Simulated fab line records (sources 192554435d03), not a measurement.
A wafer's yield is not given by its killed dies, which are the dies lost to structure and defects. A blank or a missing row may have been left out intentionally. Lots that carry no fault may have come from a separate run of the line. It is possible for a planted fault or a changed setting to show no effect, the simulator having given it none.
fab line records	flow n5-finfet	part 1 of 2: steps 1 to 4 of 6
[record] lots = 21	wafers = 63	last-day = 18
route steps=1938 shown HKMG_FIN@438 GATE_CUT@465
lots untouched by any fault: they come from a run of this same line in which no faults occurred
start-h: the number of hours between the record's first day and the start of the first shown wafer of the lot	wait-h: how many hours have passed since the lot's step before this one	" same as the row above	L1.1+2: a row that stands for several wafers	- no value, or no start was given	* or withheld: withheld	< > ~ a bound
route shown NAME@n: NAME is a module with steps in the file, n the number in the route of the first one	usual: mean/standard deviation of fault-free wafers	same: alike in all rows	chamber/n: place in a boat	sites: each site's reading	_std_site: standard deviation across them	_edge_site: the outer-site mean with the inner-site mean subtracted	radius-mm: how far each site lies from the wafer's centre	mask NAME#n: copy n	behind: tool/chamber where the wafer was last shaped	hold: reason for holding the lot/hours on hold/outcome of the hold	device: the n, p or np transistor that did not switch	end of line: the tests these same wafers got at the end of their route	a step with no rows: only its recipe	killed: the dies lost at the first sort to structure and to defects; this is not the yield of the wafer	map: per-die view of a wafer (x killed, . not killed, _ where there is no die)
set.NAME: the setting that was run; set.NAME@STEP: the one run at that earlier step	model.NAME: the simulator's own value behind a step, which no gauge read
a sample of lots followed through the steps of the route, with each step as a table and each wafer as a row
services: from which hour (start-h, from the record's first day; less than 0 if before it) a tool's chamber was out of use, for how many hours, and why
[[steps]]
[step N5_HKMG_FIN_ETCH_35]
[recipe] chemistry = N2/H2	target = SOC	target-depth-a = 2158	ion-energy-ev = 65	bias-w = 5	source-w = 3000	time-s = 243.4	pressure-mtorr = 30	n2-flow-sccm = 200	h2-flow-sccm = 200
[usual] chamber-pressure-mTorr = 30.000/0.028	drypump-motor-current-A = 5.6/0.46	oes-product-au = 0.81/0.099	rf-vpp-V = 141.7/0.98	showerhead-plenum-p-Torr = 2.54/0.078	throttle-valve-pct = 17.74/0.25
lot.wafer	tool	chamber	start-h	wait-h	chamber-pressure-mTorr	drypump-motor-current-A	oes-product-au	rf-hours-counter-h	rf-vpp-V	showerhead-plenum-p-Torr	throttle-valve-pct
L074.1	rie-diel-04	0	75.55	0.0	30.008	5.8	0.69	214	141.4	2.49	17.94
L074.2	"	3	"	"	30.009	5.6	0.74	206	141.1	2.63	18.02
L074.5	"	1	"	"	29.998	5.2	0.71	-	140.2	2.43	18.17
L076.1	rie-diel-02	1	85.31	0.0	29.984	5.4	0.86	44	140.4	2.48	17.45
L076.2	"	3	"	"	30.025	6.1	0.72	162	140.8	2.51	17.85
L076.3	"	2	"	"	30.056	6.2	0.66	248	142.0	2.51	17.76
L077.3	rie-diel-02	0	92.08	0.0	29.999	6.2	0.71	242	141.3	2.48	18.31
L077.4	"	1	"	"	30.010	5.4	0.86	46	141.4	2.48	17.43
L077.5	"	0	"	"	30.009	6.2	0.71	-	140.3	2.48	18.30
L078.1	rie-diel-04	3	101.69	0.0	30.009	5.6	0.74	217	141.6	2.62	18.03
L078.3	"	2	"	"	30.027	5.0	0.90	22	141.8	2.61	17.67
L078.4	"	1	"	"	29.996	5.2	0.70	250	141.9	2.42	18.21
L080.2	rie-diel-04	3	109.17	0.0	29.980	5.6	0.73	221	141.0	2.62	18.03
L080.3	"	2	"	"	30.007	4.9	0.88	26	143.1	2.61	17.70
L080.4	"	0	"	"	30.008	5.9	0.68	-	140.2	2.49	17.93
L081.1	rie-diel-02	1	118.59	0.0	29.983	5.4	0.84	57	140.3	2.48	17.47
L081.3	"	2	"	"	30.016	6.2	0.93	3	142.2	2.50	17.33
L081.6	"	3	"	"	29.997	6.1	0.71	-	141.2	2.51	17.86
L082.1	rie-diel-01	1	126.66	0.0	30.014	5.6	0.66	245	141.7	2.60	17.64
L082.3	"	2	"	"	30.015	5.6	0.98	6	139.8	2.60	17.63
L082.4	"	0	"	"	29.995	5.7	0.74	156	143.4	2.65	17.67
L083.2	rie-diel-01	1	129.54	0.0	30.037	5.5	0.67	246	144.9	2.60	17.63
L083.3	"	0	"	"	29.997	5.7	0.74	157	142.1	2.65	17.68
L083.6	"	3	"	"	30.035	4.8	0.80	-	141.9	2.58	17.51
L084.3	rie-diel-01	0	135.25	0.0	29.990	5.7	0.74	159	142.4	2.65	17.67
L084.5	"	2	"	"	30.012	5.6	0.96	-	142.4	2.60	17.64
L084.6	"	3	"	"	30.023	4.8	0.80	-	141.2	2.57	17.52
L085.1	rie-diel-04	3	142.72	0.0	30.024	5.6	0.72	234	141.3	2.61	18.07
L085.2	"	1	"	"	30.024	5.2	0.95	9	141.4	2.74	17.67
L085.6	"	3	"	"	30.005	5.6	0.73	-	142.5	2.61	18.04
L086.3	rie-diel-02	3	151.94	0.0	29.991	6.1	0.70	187	143.0	2.50	17.88
L086.4	"	0	"	"	29.947	6.2	0.96	8	141.1	2.48	17.83
L086.5	"	1	"	"	29.954	5.4	0.81	-	140.8	2.47	17.48
L087.3	rie-diel-04	0	156.49	0.0	29.975	5.9	0.66	246	142.3	2.48	17.96
L087.4	"	1	"	"	30.015	5.1	0.93	13	143.7	2.74	17.68
L087.5	"	1	"	"	29.986	5.1	0.93	-	142.9	2.74	17.68
L088.1	rie-diel-02	2	161.24	0.0	29.969	6.2	0.88	19	140.3	2.50	17.34
L088.2	"	3	"	"	29.995	6.1	0.69	190	141.0	2.50	17.87
L088.5	"	2	"	"	30.022	6.2	0.88	-	141.2	2.50	17.34
L089.2	rie-diel-04	3	164.94	0.0	29.996	5.6	0.72	243	142.0	2.61	18.06
L089.5	"	1	"	"	29.988	5.2	0.93	-	143.2	2.74	17.69
L089.6	"	0	"	"	30.029	5.9	0.66	-	141.2	2.48	17.97
L090.4	rie-diel-02	1	173.02	0.0	30.002	5.4	0.81	75	140.7	2.47	17.49
L090.5	"	3	"	"	29.972	6.1	0.69	-	141.5	2.50	17.88
L090.6	"	2	"	"	29.956	6.2	0.87	-	141.1	2.50	17.38
L091.1	rie-diel-02	1	177.62	0.0	29.983	5.4	0.81	77	141.2	2.47	17.49
L091.3	"	3	"	"	30.057	6.1	0.70	196	141.8	2.50	17.88
L091.6	"	1	"	"	30.062	5.4	0.81	-	141.6	2.47	17.48
L092.1	rie-diel-04	1	184.61	0.0	29.992	5.2	0.91	22	143.0	2.73	17.69
L092.2	"	2	"	"	30.056	5.0	0.85	56	142.6	2.59	17.74
L092.5	"	0	"	"	30.024	5.9	0.95	-	142.0	2.48	17.60
L093.1	rie-diel-04	0	192.40	0.0	29.989	5.9	0.93	5	141.1	2.47	17.62
L093.4	"	1	"	"	30.020	5.2	0.90	-	142.6	2.73	17.70
L093.5	"	0	"	"	29.958	5.9	0.93	-	142.4	2.47	17.61
L094.2	rie-diel-02	3	195.78	0.0	29.964	6.1	0.70	203	141.3	2.49	17.90
L094.3	"	0	"	"	29.979	6.2	0.92	22	140.0	2.47	17.86
L094.4	"	1	"	"	30.029	5.4	0.81	83	140.1	2.46	17.50
L096.1	rie-diel-02	1	208.04	0.0	30.022	5.4	0.80	88	141.6	2.46	17.50
L096.3	"	2	"	"	29.976	6.2	0.85	35	140.4	2.49	17.37
L096.5	"	0	"	"	29.994	6.2	0.92	-	140.1	2.47	17.86
L097.2	rie-diel-04	3	214.53	0.0	29.943	5.6	1.03	4	141.5	2.60	17.67
L097.4	"	0	"	"	30.009	5.9	0.90	11	140.2	2.47	17.61
L097.5	"	3	"	"	30.053	5.6	1.03	-	141.5	2.60	17.68
[step N5_HKMG_FIN_ETCH_86]
[recipe] chemistry = N2/H2	target = SOC	target-depth-a = 3932	stop-on = TiN	ion-energy-ev = 100	bias-w = 61	pressure-mtorr = 30	source-w = 850	n2-flow-sccm = 200	h2-flow-sccm = 200
[usual] chamber-pressure-mTorr = 30.004/0.027	drypump-motor-current-A = 5.6/0.44	oes-product-au = 0.79/0.095	rf-vpp-V = 241.0/1.2	showerhead-plenum-p-Torr = 2.56/0.071	throttle-valve-pct = 17.66/0.22
lot.wafer	tool	chamber	start-h	wait-h	chamber-pressure-mTorr	drypump-motor-current-A	oes-product-au	rf-hours-counter-h	rf-vpp-V	showerhead-plenum-p-Torr	throttle-valve-pct
L074.1	rie-diel-02	2	76.59	-	30.025	6.2	0.67	245	240.5	2.51	17.74
L074.2	"	1	"	"	30.042	5.4	0.85	41	241.2	2.48	17.40
L074.5	"	1	"	"	30.018	5.4	0.85	-	239.0	2.48	17.38
L076.1	rie-diel-04	0	86.33	-	30.033	5.8	0.68	218	239.2	2.49	17.90
L076.2	"	1	"	"	30.011	5.2	0.68	243	238.3	2.42	18.16
L076.3	"	3	"	"	30.028	5.6	0.71	210	240.6	2.62	17.98
L077.3	rie-diel-02	0	93.10	-	30.037	6.2	0.69	243	241.4	2.48	18.26
L077.4	"	0	"	"	29.989	6.2	0.69	-	239.3	2.48	18.26
L077.5	"	1	"	"	29.966	5.4	0.84	-	240.3	2.48	17.41
L078.1	rie-diel-01	1	102.71	-	30.031	5.6	0.68	233	241.4	2.60	17.60
L078.3	"	3	"	"	30.016	4.8	0.81	64	240.7	2.58	17.46
L078.4	"	3	"	"	30.009	4.8	0.81	-	240.9	2.58	17.48
L080.2	rie-diel-04	3	110.19	-	30.010	5.6	0.70	222	241.1	2.62	18.00
L080.3	"	2	"	"	30.036	5.0	0.89	27	240.3	2.61	17.66
L080.4	"	2	"	"	30.003	5.0	0.87	-	243.2	2.61	17.66
L081.1	rie-diel-01	3	119.61	-	30.008	4.8	0.80	72	240.8	2.58	17.47
L081.3	"	2	"	"	29.996	5.6	0.96	3	242.9	2.60	17.58
L081.6	"	1	"	"	29.996	5.6	0.67	-	241.2	2.60	17.60
L082.1	rie-diel-01	0	127.69	-	30.011	5.7	0.74	156	241.7	2.65	17.63
L082.3	"	1	"	"	29.961	5.5	0.68	245	241.4	2.60	17.61
L082.4	"	3	"	"	30.006	4.8	0.80	75	240.9	2.58	17.50
L083.2	rie-diel-02	2	130.60	-	30.047	6.2	0.93	7	240.3	2.50	17.30
L083.3	"	0	"	"	29.996	6.2	0.96	1	239.2	2.48	17.79
L083.6	"	3	"	"	30.005	6.1	0.71	-	241.7	2.50	17.82
L084.3	rie-diel-01	1	136.27	-	29.978	5.5	0.67	249	242.0	2.59	17.61
L084.5	"	1	"	"	29.998	5.5	0.67	-	243.1	2.59	17.62
L084.6	"	2	"	"	30.034	5.6	0.92	-	242.4	2.60	17.60
L085.1	rie-diel-02	1	143.74	-	29.991	5.4	0.81	66	239.9	2.47	17.44
L085.2	"	0	"	"	29.967	6.2	0.94	5	241.1	2.48	17.78
L085.6	"	3	"	"	29.970	6.1	0.72	-	240.2	2.50	17.83
L086.3	rie-diel-01	2	152.96	-	30.015	5.6	0.90	16	241.1	2.59	17.61
L086.4	"	0	"	"	29.994	5.7	0.73	-	241.7	2.65	17.64
L086.5	"	2	"	"	30.049	5.6	0.91	-	242.7	2.59	17.60
L087.3	rie-diel-04	0	157.56	-	30.033	5.9	0.67	247	240.5	2.48	17.94
L087.4	"	3	"	"	29.989	5.6	0.69	239	241.0	2.61	18.03
L087.5	"	1	"	"	30.041	5.2	0.92	-	242.8	2.74	17.64
L088.1	rie-diel-04	2	162.26	-	30.028	4.9	0.85	46	240.5	2.60	17.68
L088.2	"	1	"	"	29.987	5.2	0.92	15	242.8	2.74	17.65
L088.5	"	1	"	"	29.999	5.2	0.92	-	243.5	2.74	17.64
L089.2	rie-diel-01	2	165.96	-	29.979	5.6	0.89	21	242.0	2.59	17.61
L089.5	"	1	"	"	29.982	5.5	0.94	-	241.7	2.59	17.23
L089.6	"	2	"	"	30.022	5.6	0.90	-	240.7	2.59	17.62
L090.4	rie-diel-02	1	174.10	-	30.003	5.4	0.80	76	239.4	2.47	17.46
L090.5	"	0	"	"	30.017	6.2	0.91	-	240.8	2.47	17.81
L090.6	"	1	"	"	29.967	5.4	0.81	-	240.0	2.47	17.45
L091.1	rie-diel-01	2	178.71	-	29.971	5.6	0.88	26	240.4	2.59	17.63
L091.3	"	0	"	"	30.024	5.7	0.72	175	240.4	2.64	17.67
L091.6	"	3	"	"	30.019	4.8	0.78	-	241.8	2.57	17.53
L092.1	rie-diel-01	1	185.79	-	30.032	5.5	0.92	11	241.3	2.59	17.25
L092.2	"	3	"	"	29.998	4.8	0.77	97	241.9	2.57	17.53
L092.5	"	0	"	"	30.011	5.7	0.72	-	241.8	2.64	17.68
L093.1	rie-diel-01	3	193.44	-	29.976	4.8	0.78	100	241.3	2.57	17.52
L093.4	"	0	"	"	30.030	5.7	0.71	181	241.5	2.64	17.67
L093.5	"	3	"	"	30.032	4.8	0.77	-	240.1	2.57	17.55
L094.2	rie-diel-02	1	196.80	-	30.030	5.4	0.79	83	240.7	2.46	17.47
L094.3	"	2	"	"	30.022	6.2	0.87	31	239.9	2.49	17.34
L094.4	"	0	"	"	30.023	6.3	0.89	23	239.7	2.47	17.81
L096.1	rie-diel-04	3	209.11	-	30.044	5.6	0.97	2	241.8	2.61	17.64
L096.3	"	0	"	"	29.925	5.9	0.93	9	241.3	2.47	17.59
L096.5	"	0	"	"	30.029	5.9	0.92	-	241.2	2.47	17.58
L097.2	rie-diel-02	1	215.59	-	29.983	5.4	0.79	90	240.9	2.46	17.47
L097.4	"	2	"	"	30.008	6.2	0.86	37	240.1	2.49	17.34
L097.5	"	0	"	"	29.968	6.2	0.88	-	241.6	2.47	17.83
[step N5_HKMG_FIN_W_FILL_22]
[recipe] material = W	target-thk-a = 600	temp-c = 400	pressure-torr = 39.4	time-s = 18.2
[usual] heater-power-w = 800/53	throttle-valve-pct = 19.6/0.61
lot.wafer	tool	chamber	start-h	wait-h	heater-power-w	throttle-valve-pct
L074.1	cvd-w-01	1	78.84	0.0	889	20.0
L074.2	"	0	"	"	737	20.3
L074.5	"	0	"	"	725	20.0
L076.1	cvd-w-01	0	88.57	0.0	748	20.2
L076.2	"	1	"	"	887	20.1
L076.3	"	1	"	"	890	19.9
L077.3	cvd-w-02	0	95.40	0.0	826	18.6
L077.4	"	1	"	"	771	19.4
L077.5	"	0	"	"	808	18.7
L078.1	cvd-w-02	0	105.04	0.0	796	18.9
L078.3	"	0	"	"	812	18.5
L078.4	"	1	"	"	777	19.8
L080.2	cvd-w-01	0	112.43	0.0	718	20.8
L080.3	"	0	"	"	747	20.3
L080.4	"	1	"	"	879	19.9
L081.1	cvd-w-01	0	121.85	0.0	743	20.2
L081.3	"	1	"	"	896	20.0
L081.6	"	0	"	"	744	20.3
L082.1	cvd-w-01	0	129.94	0.0	748	20.5
L082.3	"	0	"	"	737	20.4
L082.4	"	1	"	"	905	19.9
L083.2	cvd-w-02	0	133.06	0.0	793	19.0
L083.3	"	1	"	"	772	20.0
L083.6	"	1	"	"	768	19.6
L084.3	cvd-w-02	0	138.58	0.0	785	18.8
L084.5	"	0	"	"	812	18.8
L084.6	"	1	"	"	778	19.9
L085.1	cvd-w-02	1	145.98	0.0	773	19.4
L085.2	"	0	"	"	809	18.8
L085.6	"	1	"	"	770	19.8
L086.3	cvd-w-02	1	155.34	0.0	768	19.8
L086.4	"	0	"	"	807	18.6
L086.5	"	0	"	"	820	18.9
L087.3	cvd-w-02	0	159.82	0.0	800	19.0
L087.4	"	1	"	"	783	20.1
L087.5	"	1	"	"	772	20.0
L088.1	cvd-w-02	0	164.53	0.0	803	18.9
L088.2	"	1	"	"	775	19.5
L088.5	"	1	"	"	791	19.6
L089.2	cvd-w-02	0	168.20	0.0	806	18.8
L089.5	"	0	"	"	810	18.8
L089.6	"	1	"	"	786	19.7
L090.4	cvd-w-02	0	176.53	0.0	811	18.9
L090.5	"	0	"	"	787	19.1
L090.6	"	1	"	"	764	19.9
L091.1	cvd-w-02	1	180.95	0.0	750	19.5
L091.3	"	0	"	"	839	19.0
L091.6	"	0	"	"	815	19.0
L092.1	cvd-w-02	0	188.03	0.0	817	18.9
L092.2	"	1	"	"	785	19.8
L092.5	"	1	"	"	766	19.8
L093.1	cvd-w-01	0	195.67	0.0	731	20.4
L093.4	"	1	"	"	879	20.4
L093.5	"	0	"	"	739	20.3
L094.2	cvd-w-02	1	199.04	0.0	769	19.8
L094.3	"	1	"	"	780	20.1
L094.4	"	0	"	"	843	19.0
L096.1	cvd-w-01	1	211.46	0.0	886	20.2
L096.3	"	0	"	"	726	20.5
L096.5	"	0	"	"	727	20.3
L097.2	cvd-w-02	1	217.85	0.0	798	19.9
L097.4	"	0	"	"	805	19.0
L097.5	"	0	"	"	805	18.6
[step N5_GATE_CUT_ETCHBACK_00]
[recipe] chemistry = SF6/Cl2	target = W	pressure-mtorr = 8	icp-w = 900	bias-w = 80	SF6_flow_sccm = 40	Cl2_flow_sccm = 60
[usual] chamber-pressure-mTorr = 7.999/0.0081	drypump-motor-current-A = 5.5/0.34	oes-product-au = 0.74/0.091	throttle-valve-pct = 27.5/0.34
lot.wafer	tool	chamber	start-h	wait-h	chamber-pressure-mTorr	drypump-motor-current-A	oes-product-au	rf-hours-counter-h	throttle-valve-pct
L074.1	rie-metal-01	1	79.73	0.0	8.000	5.3	0.84	19	27.4
L074.2	"	0	"	"	7.991	5.9	0.66	82	27.9
L074.5	"	0	"	"	7.988	5.9	0.67	-	27.9
L076.1	rie-metal-02	1	89.42	0.0	7.997	5.0	0.87	13	27.7
L076.2	"	0	"	"	7.988	5.4	0.69	87	27.6
L076.3	"	1	"	"	7.987	5.0	0.87	-	27.7
L077.3	rie-metal-01	1	96.33	0.1	8.001	5.3	0.82	-	27.4
L077.4	"	1	"	"	8.005	5.3	0.83	-	27.4
L077.5	"	1	"	"	7.994	5.3	0.82	-	27.4
L078.1	rie-metal-03	0	105.90	0.0	8.004	5.6	0.63	113	27.5
L078.3	"	0	"	"	7.995	5.5	0.63	-	27.5
L078.4	"	1	"	"	8.012	6.0	0.81	-	26.8
L080.2	rie-metal-03	1	113.44	0.0	8.004	6.0	0.82	33	26.8
L080.3	"	0	"	"	8.003	5.6	0.63	-	27.5
L080.4	"	1	"	"	7.985	6.0	0.81	-	26.8
L081.1	rie-metal-01	1	122.71	0.0	8.001	5.3	0.82	24	27.4
L081.3	"	1	"	"	8.008	5.3	0.83	-	27.4
L081.6	"	1	"	"	7.999	5.3	0.83	-	27.4
L082.1	rie-metal-02	1	130.80	0.0	7.993	5.0	0.86	16	27.7
L082.3	"	1	"	"	7.985	4.9	0.86	-	27.7
L082.4	"	0	"	"	8.004	5.4	0.68	-	27.6
L083.2	rie-metal-01	0	133.92	0.0	8.017	5.9	0.67	84	27.9
L083.3	"	1	"	"	7.995	5.3	0.82	-	27.4
L083.6	"	1	"	"	8.000	5.3	0.83	-	27.4
L084.3	rie-metal-02	0	139.46	0.1	7.994	5.4	0.68	-	27.6
L084.5	"	1	"	"	7.993	4.9	0.85	-	27.7
L084.6	"	0	"	"	8.002	5.3	0.67	-	27.6
L085.1	rie-metal-03	1	146.83	0.0	7.991	6.0	0.80	37	26.8
L085.2	"	0	"	"	8.000	5.6	0.63	117	27.6
L085.6	"	0	"	"	7.992	5.6	0.62	-	27.6
L086.3	rie-metal-03	1	156.22	0.1	7.999	6.0	0.80	-	26.8
L086.4	"	0	"	"	7.995	5.6	0.62	-	27.5
L086.5	"	1	"	"	7.997	6.0	0.80	-	26.8
L087.3	rie-metal-02	1	160.70	0.1	8.009	4.9	0.84	-	27.7
L087.4	"	0	"	"	8.009	5.3	0.67	-	27.6
L087.5	"	1	"	"	7.991	4.9	0.85	-	27.7
L088.1	rie-metal-03	1	165.38	0.0	8.015	5.9	0.80	38	26.8
L088.2	"	0	"	"	8.006	5.6	0.62	119	27.6
L088.5	"	0	"	"	7.998	5.6	0.61	-	27.6
L089.2	rie-metal-02	0	169.05	0.0	7.983	5.3	0.67	94	27.6
L089.5	"	1	"	"	8.009	4.9	0.84	-	27.7
L089.6	"	0	"	"	7.996	5.3	0.67	-	27.6
L090.4	rie-metal-02	0	177.49	0.1	7.997	5.3	0.67	-	27.6
L090.5	"	0	"	"	7.988	5.4	0.66	-	27.6
L090.6	"	1	"	"	7.997	4.9	0.84	-	27.7
L091.1	rie-metal-03	1	181.80	0.0	8.007	6.0	0.79	40	26.8
L091.3	"	1	"	"	7.999	6.0	0.79	-	26.8
L091.6	"	0	"	"	8.002	5.6	0.61	-	27.5
L092.1	rie-metal-03	0	188.88	0.0	7.993	5.6	0.61	121	27.5
L092.2	"	1	"	"	7.989	6.0	0.79	41	26.9
L092.5	"	1	"	"	7.998	5.9	0.78	-	26.8
L093.1	rie-metal-02	0	196.53	0.0	7.988	5.4	0.66	97	27.6
L093.4	"	1	"	"	7.998	5.0	0.82	-	27.7
L093.5	"	0	"	"	7.982	5.3	0.65	-	27.6
L094.2	rie-metal-03	1	199.92	0.0	8.003	6.0	0.78	42	26.9
L094.3	"	0	"	"	8.004	5.6	0.61	-	27.5
L094.4	"	1	"	"	8.007	6.0	0.78	-	26.9
L096.1	rie-metal-03	0	212.38	0.0	8.004	5.6	0.60	123	27.5
L096.3	"	0	"	"	8.005	5.6	0.61	-	27.5
L096.5	"	0	"	"	8.005	5.6	0.61	-	27.5
L097.2	rie-metal-01	0	218.74	0.1	8.008	5.9	0.65	-	27.9
L097.4	"	0	"	"	7.994	5.9	0.65	-	27.9
L097.5	"	0	"	"	8.006	5.9	0.65	-	27.9
